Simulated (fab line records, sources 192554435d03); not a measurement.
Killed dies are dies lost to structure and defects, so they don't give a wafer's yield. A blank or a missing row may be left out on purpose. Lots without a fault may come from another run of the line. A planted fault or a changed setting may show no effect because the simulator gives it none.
fab line records | flow n5_finfet
record lots=24 wafers=72 last_day=17
route steps=1938 shown BEOL_M3@989 BEOL_M4@1023
lots that met no fault: from a run of the same line without faults
start_h: hours from the record's first day to the start of the lot's first wafer shown | wait_h: hours since the lot's step before | " the same as in the row above | L1.1+2: a row that stands for several wafers | - no value, or no start given | * or withheld: withheld | < > ~ a bound
route shown NAME@n: a module of which the file shows steps, and the number in the route of the first | usual: mean/standard deviation of fault-free wafers | same: alike in all rows | chamber/n: place in a boat | sites: the reading at each site | _std_site: their standard deviation | _edge_site: outer sites' mean less inner sites' | radius_mm: how far each site lies from the wafer's centre | mask NAME#n: copy n | behind: the tool/chamber that last shaped the wafer | hold: why the lot was held/for how many hours/how that ended | device: the transistor (n, p or np) that didn't switch | end of line: the same wafers' tests at the end of the route | a step without rows: its recipe alone | killed: dies lost to structure and defects at the first sort, not the wafer's yield | map: a wafer's dies, x killed, . not, _ none there
set.NAME: the setting as run; set.NAME@STEP: as run at that earlier step | model.NAME: the simulator's own value behind a step, which no gauge read
steps of the route over a sample of lots; a table a step, a row a wafer
services: from which hour (start_h, from the record's first day; less than 0 if before it) a tool's chamber was out of use, for how many hours, and why
## steps
# step N5_BEOL_M3_DEGAS_44
# recipe ambient=vacuum temp_c=250 time_s=60
# usual heater_power_w=313/31
# columns lot.wafer tool chamber start_h wait_h heater_power_w
L074.1 pvd_sputter-02 - 143.39 0.2 284
L074.4 " - " " 383
L074.6 " - " " 290
L075.1 pvd_sputter-01 - 152.89 0.0 270
L075.2 " - " " 308
L075.4 " - " " 344
L078.1 pvd_sputter-01 - 168.82 0.1 268
L078.3 " - " " 300
L078.5 " - " " 353
L076.1 pvd_sputter-01 - 169.54 0.2 309
L076.3 " - " " 277
L076.5 " - " " 310
L077.2 pvd_sputter-03 - 169.98 0.4 317
L077.3 " - " " 345
L077.4 " - " " 326
L079.1 pvd_sputter-02 - 173.18 0.5 310
L079.2 " - " " 389
L079.4 " - " " 290
L080.2 pvd_sputter-03 - 183.03 0.1 343
L080.4 " - " " 302
L080.5 " - " " 327
L081.1 pvd_sputter-02 - 194.57 0.3 290
L081.5 " - " " 284
L081.6 " - " " 389
L083.2 pvd_sputter-03 - 198.09 0.2 337
L083.4 " - " " 334
L083.6 " - " " 320
L082.1 pvd_sputter-03 - 198.25 0.3 312
L082.4 " - " " 347
L082.6 " - " " 306
L084.1 pvd_sputter-03 - 204.57 0.4 322
L084.2 " - " " 304
L084.3 " - " " 341
L085.2 pvd_sputter-03 - 223.58 0.0 348
L085.3 " - " " 312
L085.6 " - " " 331
L086.3 pvd_sputter-01 - 224.00 0.1 306
L086.4 " - " " 263
L086.6 " - " " 309
L087.1 pvd_sputter-02 - 227.41 0.5 274
L087.2 " - " " 314
L087.5 " - " " 280
L088.3 pvd_sputter-02 - 234.19 0.2 273
L088.4 " - " " 316
L088.6 " - " " 287
L089.1 pvd_sputter-03 - 236.73 0.3 340
L089.3 " - " " 293
L089.4 " - " " 312
L090.2 pvd_sputter-03 - 239.90 0.3 335
L090.5 " - " " 302
L090.6 " - " " 313
L092.1 pvd_sputter-03 - 253.39 0.9 349
L092.2 " - " " 304
L092.5 " - " " 299
L091.1 pvd_sputter-01 - 256.94 0.8 309
L091.4 " - " " 273
L091.5 " - " " 278
L093.1 pvd_sputter-02 - 263.91 0.9 306
L093.3 " - " " 382
L093.4 " - " " 283
L095.1 pvd_sputter-01 - 272.74 0.4 278
L095.2 " - " " 349
L095.3 " - " " 313
L094.2 pvd_sputter-03 - 281.61 0.5 349
L094.3 " - " " 320
L094.6 " - " " 324
L096.1 pvd_sputter-01 - 281.98 0.1 283
L096.4 " - " " 271
L096.5 " - " " 341
L097.2 pvd_sputter-01 - 282.10 0.1 274
L097.4 " - " " 310
L097.5 " - " " 281
# step N5_BEOL_M3_SPUTTER_96
# recipe material=Cu target_thk_a=45 temp_c=-20 chamber_pressure_pa=0.07 power_w=withheld time_s=8.29
# usual chamber_pressure_pa=0.06999/0.00014 chuck_sensor_temp_C=-16.2/0.44 throttle_valve_pct=30.1/0.64
# columns lot.wafer tool chamber start_h wait_h chamber_pressure_pa chuck_sensor_temp_C throttle_valve_pct
L074.1 pvd_sputter-01 - 145.84 0.1 0.07002 -16.6 29.8
L074.4 " - " " 0.06997 -15.6 30.6
L074.6 " - " " 0.07031 -16.5 29.6
L075.1 pvd_sputter-01 - 156.97 0.1 0.06999 -16.4 29.8
L075.2 " - " " 0.07 -15.7 30.6
L075.4 " - " " 0.07003 -17.0 30.0
L078.1 pvd_sputter-01 - 171.38 0.1 0.07003 -16.4 29.9
L078.3 " - " " 0.07004 -16.8 29.9
L078.5 " - " " 0.07001 -16.7 29.9
L076.1 pvd_sputter-02 - 172.38 0.1 0.0699 -16.3 29.2
L076.3 " - " " 0.06965 -15.8 31.0
L076.5 " - " " 0.06998 -15.9 30.8
L077.2 pvd_sputter-03 - 172.48 0.1 0.07004 -15.4 30.6
L077.3 " - " " 0.06974 -16.1 29.0
L077.4 " - " " 0.07027 -16.3 30.0
L079.1 pvd_sputter-01 - 175.70 0.1 0.0698 -16.4 29.5
L079.2 " - " " 0.07005 -16.9 30.4
L079.4 " - " " 0.06992 -15.7 30.4
L080.2 pvd_sputter-03 - 185.64 0.1 0.06988 -15.6 31.1
L080.4 " - " " 0.06986 -16.0 29.2
L080.5 " - " " 0.06997 -16.4 30.0
L081.1 pvd_sputter-03 - 197.43 0.1 0.07005 -15.2 30.7
L081.5 " - " " 0.0699 -15.6 31.0
L081.6 " - " " 0.0699 -16.5 29.6
L083.2 pvd_sputter-02 - 200.47 0.1 0.07013 -15.9 29.2
L083.4 " - " " 0.07002 -16.3 31.1
L083.6 " - " " 0.06993 -16.5 31.2
L082.1 pvd_sputter-01 - 200.79 0.1 0.07 -16.6 30.2
L082.4 " - " " 0.06968 -15.6 30.5
L082.6 " - " " 0.06998 -15.6 30.7
L084.1 pvd_sputter-01 - 207.31 0.1 0.06988 -15.6 30.4
L084.2 " - " " 0.06995 -16.7 29.5
L084.3 " - " " 0.07018 -16.6 29.9
L085.2 pvd_sputter-03 - 226.07 0.1 0.07015 -16.5 30.1
L085.3 " - " " 0.07004 -16.0 29.2
L085.6 " - " " 0.07012 -16.5 29.7
L086.3 pvd_sputter-01 - 228.12 0.1 0.06983 -15.6 30.5
L086.4 " - " " 0.07008 -16.8 30.1
L086.6 " - " " 0.06985 -16.9 30.2
L087.1 pvd_sputter-02 - 229.85 0.1 0.07011 -15.9 29.2
L087.2 " - " " 0.06987 -16.4 29.2
L087.5 " - " " 0.0698 -16.1 29.5
L088.3 pvd_sputter-01 - 237.30 0.1 0.07005 -16.6 30.2
L088.4 " - " " 0.06977 -16.4 29.6
L088.6 " - " " 0.06964 -16.4 29.8
L089.1 pvd_sputter-01 - 239.18 0.1 0.06982 -16.9 29.9
L089.3 " - " " 0.07001 -15.8 30.4
L089.4 " - " " 0.07027 -16.5 29.6
L090.2 pvd_sputter-02 - 242.28 0.1 0.06996 -16.6 31.4
L090.5 " - " " 0.06994 -15.8 30.4
L090.6 " - " " 0.07008 -16.1 29.1
L092.1 pvd_sputter-02 - 255.83 0.1 0.06977 -16.3 31.3
L092.2 " - " " 0.07016 -16.3 29.4
L092.5 " - " " 0.07003 -15.8 30.8
L091.1 pvd_sputter-01 - 259.38 0.1 0.06971 -16.4 29.5
L091.4 " - " " 0.06982 -16.5 30.1
L091.5 " - " " 0.06993 -16.7 29.9
L093.1 pvd_sputter-03 - 266.56 0.1 0.07005 -16.1 29.1
L093.3 " - " " 0.06966 -15.9 31.0
L093.4 " - " " 0.06997 -15.4 30.3
L095.1 pvd_sputter-02 - 275.85 0.1 0.06999 -16.6 31.2
L095.2 " - " " 0.06973 -15.8 30.6
L095.3 " - " " 0.07018 -16.2 29.1
L094.2 pvd_sputter-01 - 283.94 0.1 0.06984 -16.4 29.6
L094.3 " - " " 0.07021 -16.7 30.4
L094.6 " - " " 0.06997 -16.5 29.6
L096.1 pvd_sputter-02 - 284.35 0.1 0.07007 -16.0 29.0
L096.4 " - " " 0.06983 -16.3 31.1
L096.5 " - " " 0.07 -15.8 29.2
L097.2 pvd_sputter-03 - 284.63 0.1 0.0701 -15.7 31.1
L097.4 " - " " 0.0698 -16.3 29.6
L097.5 " - " " 0.06983 -15.7 31.4
# step N5_BEOL_M4_PECVD_72
# recipe material=SiO2 target_thk_a=160 temp_c=400 precursor=TEOS/O2 pressure_torr=5.5 rf_w=450 teos_flow_sccm=53.8 gas=O2 flow_sccm=3000 time_s=18
# usual heater_power_w=722/69 showerhead_plenum_p_Torr=8.78/0.047 showerhead_vpp_V=1307/91 throttle_valve_pct=22.7/1.4
# columns lot.wafer tool chamber start_h wait_h heater_power_w showerhead_plenum_p_Torr showerhead_vpp_V throttle_valve_pct
L074.1 pecvd-02 1 147.06 0.0 780 8.81 1363 22.9
L074.4 " 1 " " 782 8.81 1364 23.0
L074.6 " 0 " " 775 8.77 1452 23.4
L075.1 pecvd-03 2 158.19 0.0 737 8.82 1375 21.3
L075.2 " 0 " " 685 8.91 1276 24.0
L075.4 " 0 " " 692 8.93 1308 24.1
L078.1 pecvd-02 2 172.59 0.0 644 8.74 1232 21.9
L078.3 " 0 " " 697 8.77 1474 23.2
L078.5 " 1 " " 778 8.81 1351 23.4
L076.1 pecvd-01 1 173.60 0.0 784 8.74 1199 24.5
L076.3 " 0 " " 711 8.75 1242 22.2
L076.5 " 1 " " 794 8.74 1194 24.4
L077.2 pecvd-01 2 173.71 0.0 619 8.75 1393 20.2
L077.3 " 1 " " 672 8.75 1186 24.6
L077.4 " 2 " " 616 8.76 1366 20.3
L079.1 pecvd-02 0 176.91 0.0 739 8.78 1476 23.2
L079.2 " 2 " " 640 8.76 1222 21.2
L079.4 " 2 " " 624 8.73 1257 21.7
L080.2 pecvd-01 1 187.19 0.0 756 8.76 1196 24.6
L080.4 " 1 " " 724 8.74 1194 24.3
L080.5 " 0 " " 707 8.76 1249 22.3
L081.1 pecvd-02 1 198.68 0.0 846 8.79 1381 23.1
L081.5 " 1 " " 857 8.81 1326 23.1
L081.6 " 2 " " 574 8.75 1247 21.5
L083.2 pecvd-01 2 201.70 0.0 714 8.72 1382 20.0
L083.4 " 2 " " 720 8.75 1380 20.4
L083.6 " 0 " " 715 8.78 1239 22.5
L082.1 pecvd-01 1 202.03 0.0 713 8.74 1192 24.4
L082.4 " 0 " " 630 8.76 1254 22.4
L082.6 " 1 " " 759 8.72 1180 24.4
L084.1 pecvd-02 2 208.55 0.0 571 8.75 1245 21.5
L084.2 " 1 " " 858 8.82 1382 23.4
L084.3 " 0 " " 820 8.76 1464 23.6
L085.2 pecvd-03 2 227.31 0.0 607 8.83 1354 21.8
L085.3 " 0 " " 718 8.93 1278 23.8
L085.6 " 2 " " 601 8.83 1366 21.8
L086.3 pecvd-03 0 229.40 0.0 705 8.89 1305 23.8
L086.4 " 2 " " 741 8.81 1371 22.1
L086.6 " 1 " " 780 8.83 1234 23.6
L087.1 pecvd-03 2 231.11 0.0 695 8.81 1387 21.9
L087.2 " 0 " " 837 8.93 1287 24.0
L087.5 " 1 " " 786 8.81 1210 23.7
L088.3 pecvd-01 0 239.19 0.0 679 8.77 1260 22.4
L088.4 " 0 " " 674 8.75 1262 22.5
L088.6 " 1 " " 744 8.74 1175 24.4
L089.1 pecvd-01 2 240.40 0.0 756 8.76 1374 20.0
L089.3 " 1 " " 715 8.74 1194 24.4
L089.4 " 1 " " 695 8.75 1187 24.4
L090.2 pecvd-01 2 243.50 0.0 655 8.73 1366 20.3
L090.5 " 2 " " 659 8.75 1405 20.3
L090.6 " 1 " " 748 8.75 1206 24.6
L092.1 pecvd-01 0 257.39 0.0 697 8.74 1269 22.3
L092.2 " 1 " " 802 8.75 1181 24.6
L092.5 " 0 " " 700 8.76 1251 22.7
L091.1 pecvd-01 0 260.59 0.0 678 8.78 1256 22.4
L091.4 " 0 " " 654 8.80 1271 22.3
L091.5 " 2 " " 661 8.75 1371 20.1
L093.1 pecvd-03 0 267.82 0.0 779 8.90 1298 23.8
L093.3 " 2 " " 627 8.81 1368 22.1
L093.4 " 1 " " 804 8.79 1201 24.1
L095.1 pecvd-02 1 277.08 0.0 856 8.81 1346 23.3
L095.2 " 2 " " 579 8.75 1218 21.8
L095.3 " 0 " " 727 8.77 1465 23.1
L094.2 pecvd-02 1 285.15 0.0 856 8.82 1375 23.3
L094.3 " 0 " " 759 8.76 1467 23.6
L094.6 " 1 " " 864 8.82 1343 23.1
L096.1 pecvd-01 1 285.56 0.0 787 8.75 1203 24.7
L096.4 " 2 " " 626 8.75 1396 20.4
L096.5 " 2 " " 624 8.73 1414 20.4
L097.2 pecvd-02 2 285.87 0.0 690 8.72 1255 21.9
L097.4 " 1 " " 821 8.79 1344 23.0
L097.5 " 0 " " 724 8.76 1450 23.4
# step N5_BEOL_M4_ETCH_69
# recipe chemistry=CF4 target=SiARC target_depth_a=156 mask_material=CAR-EUV time_s=26 ion_energy_ev=80 pressure_mtorr=40 source_w=545 bias_w=36 Ar_flow_sccm=100 cf4_flow_sccm=100 ends=cleared
# usual chamber_pressure_mTorr=40.00/0.034 drypump_motor_current_A=5.6/0.53 etch_rf_on_time_s=25.7/0.68 oes_product_au=0.70/0.076 rf_vpp_V=183.9/1.3 showerhead_plenum_p_Torr=2.13/0.072 throttle_valve_pct=15.61/0.22
# columns lot.wafer tool chamber start_h wait_h chamber_pressure_mTorr drypump_motor_current_A etch_rf_on_time_s oes_product_au rf_hours_counter_h rf_vpp_V showerhead_plenum_p_Torr throttle_valve_pct
L074.1 rie_diel-02 0 150.76 0.0 39.98 5.5 25.1 0.78 27 186.1 2.28 15.47
L074.4 " 2 " " 40.01 5.7 25.2 0.80 - 185.5 2.20 15.43
L074.6 " 1 " " 40.05 6.3 25.5 0.68 - 183.4 2.08 15.50
L075.1 rie_diel-01 1 161.02 0.0 40.01 5.0 26.3 0.62 171 184.0 2.05 15.99
L075.2 " 0 " " 39.95 4.7 26.9 0.61 196 184.8 2.12 15.54
L075.4 " 1 " " 40.07 5.0 26.4 0.62 - 183.9 2.05 15.97
L078.1 rie_diel-01 2 174.95 0.0 40.02 6.2 26.3 0.81 6 185.3 2.20 15.43
L078.3 " 0 " " 40.01 4.7 26.6 0.62 202 183.8 2.11 15.56
L078.5 " 1 " " 39.99 5.0 26.2 0.62 - 182.5 2.05 15.99
L076.1 rie_diel-02 3 175.60 0.0 39.92 6.1 25.5 0.85 2 184.8 2.11 15.49
L076.3 " 2 " " 39.98 5.8 25.5 0.77 20 184.5 2.20 15.46
L076.5 " 0 " " 39.98 5.5 25.3 0.77 - 185.9 2.28 15.48
L077.2 rie_diel-02 3 175.94 0.0 40.03 6.1 25.5 0.85 2 184.9 2.11 15.50
L077.3 " 2 " " 39.99 5.8 25.4 0.78 20 183.9 2.20 15.46
L077.4 " 1 " " 40.00 6.3 25.9 0.67 148 183.3 2.08 15.51
L079.1 rie_diel-06 3 180.58 0.0 40.00 5.6 24.5 0.71 92 183.0 2.07 15.64
L079.2 " 0 " " 40.01 5.7 24.6 0.74 60 187.0 2.26 15.38
L079.4 " 1 " " 40.02 6.2 24.8 0.80 19 182.1 2.10 15.33
L080.2 rie_diel-06 1 189.99 0.0 39.95 6.3 24.6 0.80 22 183.2 2.10 15.35
L080.4 " 2 " " 40.05 5.6 25.6 0.61 214 185.8 2.19 15.99
L080.5 " 1 " " 39.95 6.3 24.8 0.80 - 184.3 2.10 15.34
L081.1 rie_diel-01 2 200.50 0.0 40.04 6.2 26.2 0.79 13 184.8 2.19 15.43
L081.5 " 2 " " 39.98 6.2 25.8 0.80 - 184.6 2.19 15.43
L081.6 " 1 " " 39.96 5.0 26.3 0.62 - 184.3 2.04 16.00
L083.2 rie_diel-01 2 203.54 0.0 39.95 6.2 25.8 0.79 15 185.0 2.19 15.46
L083.4 " 3 " " 39.97 5.4 26.2 0.75 41 182.2 2.10 15.39
L083.6 " 3 " " 39.99 5.3 26.2 0.75 - 182.7 2.10 15.39
L082.1 rie_diel-01 2 205.11 0.0 39.98 6.2 25.9 0.79 15 186.0 2.19 15.45
L082.4 " 1 " " 40.01 5.1 26.3 0.61 186 182.5 2.04 16.01
L082.6 " 2 " " 40.08 6.2 26.1 0.78 - 185.1 2.19 15.43
L084.1 rie_diel-01 3 210.33 0.0 40.02 5.4 26.5 0.74 44 183.0 2.09 15.40
L084.2 " 1 " " 40.01 5.0 26.6 0.61 188 182.4 2.04 16.00
L084.3 " 2 " " 40.00 6.2 26.1 0.78 17 184.9 2.19 15.46
L085.2 rie_diel-01 3 232.60 0.0 39.93 5.4 26.4 0.74 53 184.5 2.09 15.42
L085.3 " 1 " " 39.96 5.0 26.6 0.61 197 181.4 2.04 16.03
L085.6 " 3 " " 39.97 5.4 26.4 0.73 - 182.2 2.09 15.43
L086.3 rie_diel-02 2 234.42 0.0 40.01 5.8 25.4 0.74 43 185.7 2.19 15.50
L086.4 " 3 " " 40.03 6.1 25.4 0.79 25 183.4 2.10 15.55
L086.6 " 2 " " 40.04 5.8 25.5 0.73 - 184.8 2.19 15.50
L087.1 rie_diel-02 3 234.53 0.0 39.99 6.1 25.5 0.79 26 186.0 2.10 15.54
L087.2 " 2 " " 40.06 5.8 25.6 0.73 43 184.2 2.19 15.50
L087.5 " 0 " " 39.95 5.5 25.4 0.74 - 186.8 2.27 15.52
L088.3 rie_diel-06 2 241.39 0.0 40.03 5.6 25.5 0.60 228 184.2 2.19 16.02
L088.4 " 1 " " 40.00 6.2 24.5 0.78 35 183.8 2.10 15.37
L088.6 " 1 " " 39.99 6.2 24.5 0.78 - 182.9 2.10 15.39
L089.1 rie_diel-01 0 242.57 0.0 39.99 4.7 26.2 0.60 227 182.9 2.11 15.61
L089.3 " 2 " " 39.97 6.2 25.9 0.76 30 185.4 2.19 15.47
L089.4 " 3 " " 39.99 5.4 26.2 0.73 57 184.0 2.09 15.44
L090.2 rie_diel-01 1 247.21 0.0 40.02 5.0 26.3 0.60 203 183.2 2.04 16.03
L090.5 " 0 " " 39.98 4.7 26.6 0.60 - 182.8 2.11 15.62
L090.6 " 2 " " 40.05 6.2 26.4 0.75 - 184.8 2.19 15.48
L092.1 rie_diel-06 3 261.78 0.0 40.02 5.5 24.2 0.69 116 181.7 2.06 15.68
L092.2 " 0 " " 39.97 5.7 24.6 0.71 83 184.5 2.25 15.45
L092.5 " 3 " " 39.97 5.5 24.3 0.68 - 182.4 2.06 15.69
L091.1 rie_diel-06 3 263.15 0.0 40.02 5.6 24.8 0.68 116 183.4 2.06 15.68
L091.4 " 1 " " 40.00 6.3 24.7 0.77 42 182.8 2.09 15.39
L091.5 " 1 " " 39.98 6.3 25.1 0.77 - 182.3 2.09 15.38
L093.1 rie_diel-02 2 269.98 0.0 40.02 5.8 25.1 0.73 56 184.3 2.18 15.54
L093.3 " 1 " " 40.06 6.3 26.0 0.64 185 183.2 2.06 15.55
L093.4 " 0 " " 40.00 5.5 24.8 0.73 75 185.2 2.27 15.56
L095.1 rie_diel-01 0 281.93 0.0 40.01 4.7 26.6 0.59 242 184.0 2.10 15.64
L095.2 " 2 " " 39.99 6.2 26.6 0.73 46 184.6 2.18 15.50
L095.3 " 1 " " 40.00 5.0 26.3 0.59 217 183.9 2.03 16.07
L094.2 rie_diel-02 1 287.53 0.0 40.02 6.3 25.9 0.63 192 182.9 2.06 15.58
L094.3 " 3 " " 40.02 6.1 25.8 0.75 46 182.8 2.09 15.59
L094.6 " 0 " " 40.00 5.5 25.4 0.71 - 186.3 2.26 15.55
L096.1 rie_diel-06 0 288.43 0.0 39.95 5.7 24.5 0.71 93 184.9 2.25 15.45
L096.4 " 3 " " 39.95 5.6 24.4 0.67 126 182.1 2.06 15.71
L096.5 " 0 " " 39.94 5.7 24.9 0.70 - 185.6 2.25 15.45
L097.2 rie_diel-01 0 288.69 0.0 39.98 4.7 26.3 0.59 244 184.5 2.10 15.64
L097.4 " 1 " " 40.02 5.0 26.1 0.60 220 182.3 2.03 16.07
L097.5 " 3 " " 40.00 5.4 26.2 0.71 - 183.5 2.09 15.45
# step N5_BEOL_M4_PRE_CLEAN_45
# recipe gas=H2/He time_s=30 temp_c=250
# usual heater_power_w=311/36
# columns lot.wafer tool chamber start_h wait_h heater_power_w
L074.1 pvd_sputter-02 - 152.71 0.0 288
L074.4 " - " " 395
L074.6 " - " " 288
L075.1 pvd_sputter-01 - 166.06 0.0 268
L075.2 " - " " 281
L075.4 " - " " 349
L078.1 pvd_sputter-02 - 176.16 0.0 311
L078.3 " - " " 373
L078.5 " - " " 395
L076.1 pvd_sputter-03 - 176.77 0.0 313
L076.3 " - " " 303
L076.5 " - " " 339
L077.2 pvd_sputter-01 - 176.89 0.0 269
L077.3 " - " " 279
L077.4 " - " " 354
L079.1 pvd_sputter-02 - 181.73 0.0 291
L079.2 " - " " 280
L079.4 " - " " 390
L080.2 pvd_sputter-02 - 194.31 0.0 396
L080.4 " - " " 322
L080.5 " - " " 312
L081.1 pvd_sputter-03 - 203.81 0.0 328
L081.5 " - " " 342
L081.6 " - " " 310
L083.2 pvd_sputter-01 - 204.76 0.0 282
L083.4 " - " " 342
L083.6 " - " " 312
L082.1 pvd_sputter-02 - 208.39 0.0 394
L082.4 " - " " 277
L082.6 " - " " 276
L084.1 pvd_sputter-03 - 211.28 0.0 326
L084.2 " - " " 339
L084.3 " - " " 306
L085.2 pvd_sputter-02 - 233.71 0.0 313
L085.3 " - " " 279
L085.6 " - " " 402
L086.3 pvd_sputter-02 - 236.87 0.0 316
L086.4 " - " " 379
L086.6 " - " " 281
L087.1 pvd_sputter-02 - 236.95 0.0 282
L087.2 " - " " 308
L087.5 " - " " 319
L088.3 pvd_sputter-01 - 242.84 0.0 305
L088.4 " - " " 279
L088.6 " - " " 279
L089.1 pvd_sputter-01 - 243.46 0.0 314
L089.3 " - " " 262
L089.4 " - " " 278
L090.2 pvd_sputter-01 - 257.38 0.0 267
L090.5 " - " " 316
L090.6 " - " " 279
L092.1 pvd_sputter-01 - 264.97 0.0 312
L092.2 " - " " 263
L092.5 " - " " 273
L091.1 pvd_sputter-01 - 265.47 0.0 303
L091.4 " - " " 265
L091.5 " - " " 276
L093.1 pvd_sputter-01 - 272.26 0.0 348
L093.3 " - " " 308
L093.4 " - " " 264
L095.1 pvd_sputter-02 - 284.47 0.0 276
L095.2 " - " " 293
L095.3 " - " " 314
L094.2 pvd_sputter-01 - 290.84 0.0 263
L094.3 " - " " 311
L094.6 " - " " 261
L096.1 pvd_sputter-03 - 291.29 0.0 314
L096.4 " - " " 299
L096.5 " - " " 329
L097.2 pvd_sputter-01 - 310.67 0.0 266
L097.4 " - " " 352
L097.5 " - " " 313
# step N5_BEOL_M4_SPUTTER_48
# recipe material=Cu target_thk_a=45 temp_c=-20 chamber_pressure_pa=0.07 power_w=withheld time_s=8.29
# usual chamber_pressure_pa=0.06999/0.00013 chuck_sensor_temp_C=-16.1/0.43 throttle_valve_pct=30.0/0.72
# columns lot.wafer tool chamber start_h wait_h chamber_pressure_pa chuck_sensor_temp_C throttle_valve_pct
L074.1 pvd_sputter-01 - 153.33 0.2 0.06997 -15.7 30.5
L074.4 " - " " 0.06967 -16.6 29.6
L074.6 " - " " 0.06979 -16.5 29.5
L075.1 pvd_sputter-03 - 167.74 1.1 0.07001 -16.2 29.7
L075.2 " - " " 0.06993 -16.1 29.3
L075.4 " - " " 0.06993 -15.4 30.1
L078.1 pvd_sputter-02 - 176.71 0.1 0.07007 -15.9 30.6
L078.3 " - " " 0.07014 -15.7 28.9
L078.5 " - " " 0.07 -16.2 29.1
L076.1 pvd_sputter-02 - 178.63 0.9 0.06996 -16.1 29.3
L076.3 " - " " 0.06993 -15.7 29.3
L076.5 " - " " 0.06986 -15.9 29.3
L077.2 pvd_sputter-03 - 178.89 0.1 0.07018 -16.3 29.6
L077.3 " - " " 0.06995 -15.7 30.8
L077.4 " - " " 0.06985 -15.3 30.4
L079.1 pvd_sputter-02 - 182.40 0.1 0.06998 -16.1 29.3
L079.2 " - " " 0.06984 -15.6 29.0
L079.4 " - " " 0.06993 -15.8 30.8
L080.2 pvd_sputter-02 - 195.05 0.2 0.06992 -15.8 31.0
L080.4 " - " " 0.0699 -15.9 29.3
L080.5 " - " " 0.06998 -16.5 31.1
L081.1 pvd_sputter-02 - 204.41 0.1 0.07002 -16.0 29.3
L081.5 " - " " 0.06995 -16.4 29.3
L081.6 " - " " 0.07011 -16.4 31.1
L083.2 pvd_sputter-02 - 206.25 0.9 0.06969 -16.1 29.1
L083.4 " - " " 0.06999 -15.9 29.1
L083.6 " - " " 0.07014 -15.9 30.6
L082.1 pvd_sputter-03 - 209.12 0.2 0.0699 -15.4 30.5
L082.4 " - " " 0.07007 -15.6 31.1
L082.6 " - " " 0.07007 -16.1 29.2
L084.1 pvd_sputter-02 - 213.26 1.6 0.0702 -15.8 29.2
L084.2 " - " " 0.07011 -16.3 31.3
L084.3 " - " " 0.07006 -16.2 29.4
L085.2 pvd_sputter-02 - 234.37 0.1 0.07013 -15.8 30.6
L085.3 " - " " 0.06988 -16.3 29.3
L085.6 " - " " 0.07013 -15.9 30.7
L086.3 pvd_sputter-03 - 237.42 0.1 0.07017 -16.4 29.6
L086.4 " - " " 0.07003 -15.6 31.2
L086.6 " - " " 0.06987 -15.6 31.0
L087.1 pvd_sputter-01 - 239.26 1.8 0.06995 -16.5 30.0
L087.2 " - " " 0.06997 -16.6 30.1
L087.5 " - " " 0.07 -16.3 29.7
L088.3 pvd_sputter-01 - 243.62 0.1 0.07002 -16.9 29.8
L088.4 " - " " 0.06996 -15.7 30.5
L088.6 " - " " 0.07002 -15.6 30.2
L089.1 pvd_sputter-02 - 245.66 0.2 0.07012 -15.7 30.6
L089.3 " - " " 0.07005 -15.8 29.4
L089.4 " - " " 0.06996 -16.3 31.2
L090.2 pvd_sputter-01 - 259.92 0.3 0.07008 -16.5 29.4
L090.5 " - " " 0.07016 -17.0 30.1
L090.6 " - " " 0.06997 -15.9 30.6
L092.1 pvd_sputter-02 - 265.57 0.1 0.07017 -16.3 31.3
L092.2 " - " " 0.06984 -15.8 29.3
L092.5 " - " " 0.07025 -16.0 30.5
L091.1 pvd_sputter-01 - 266.12 0.1 0.07 -16.4 29.4
L091.4 " - " " 0.06981 -16.8 30.2
L091.5 " - " " 0.06974 -15.8 30.5
L093.1 pvd_sputter-03 - 272.84 0.1 0.07004 -16.1 29.5
L093.3 " - " " 0.06988 -15.4 30.4
L093.4 " - " " 0.0702 -16.3 29.5
L095.1 pvd_sputter-02 - 285.17 0.1 0.06974 -16.3 29.0
L095.2 " - " " 0.07 -15.8 30.8
L095.3 " - " " 0.06991 -16.0 28.9
L094.2 pvd_sputter-01 - 291.47 0.2 0.06981 -15.7 30.7
L094.3 " - " " 0.07003 -16.9 30.3
L094.6 " - " " 0.06996 -16.4 29.5
L096.1 pvd_sputter-01 - 293.61 0.2 0.07004 -16.4 29.6
L096.4 " - " " 0.07012 -16.9 29.9
L096.5 " - " " 0.07007 -16.5 29.9
L097.2 pvd_sputter-03 - 311.65 0.1 0.07003 -16.5 29.7
L097.4 " - " " 0.07006 -16.0 29.2
L097.5 " - " " 0.07011 -16.1 29.3
## services
# columns tool chamber start_h hours kind
rie_diel-01 3 130.35 4.5 repair
pecvd-02 - 136.68 2.8 pm
rie_diel-01 2 147.45 - clean
rie_diel-01 2 147.45 - consumable_replace:focus_ring
rie_diel-01 2 147.45 14.8 scheduled_down
rie_diel-01 2 147.45 14.8 vent_cycle
rie_diel-01 - 148.96 0.1 repair
pvd_sputter-02 - 153.89 1.6 repair
rie_diel-02 1 158.46 5.5 repair
pecvd-03 - 196.97 0.5 repair
rie_diel-06 - 215.62 15.6 pm
pecvd-01 2 225.97 5.5 scheduled_down
rie_diel-02 2 235.45 2.4 repair
rie_diel-01 3 246.14 18.9 repair
pecvd-02 0 253.03 5.5 scheduled_down
pecvd-01 0 275.08 15.7 repair
pvd_sputter-02 - 288.44 40.3 repair
pecvd-01 0 291.87 11.2 repair
rie_diel-01 2 299.37 5.1 repair
rie_diel-01 0 304.44 - clean
rie_diel-01 0 304.44 - consumable_replace:focus_ring
rie_diel-01 0 304.44 18.2 scheduled_down
rie_diel-01 0 304.44 18.2 vent_cycle
rie_diel-01 - 311.59 0.2 repair
## key
fault none
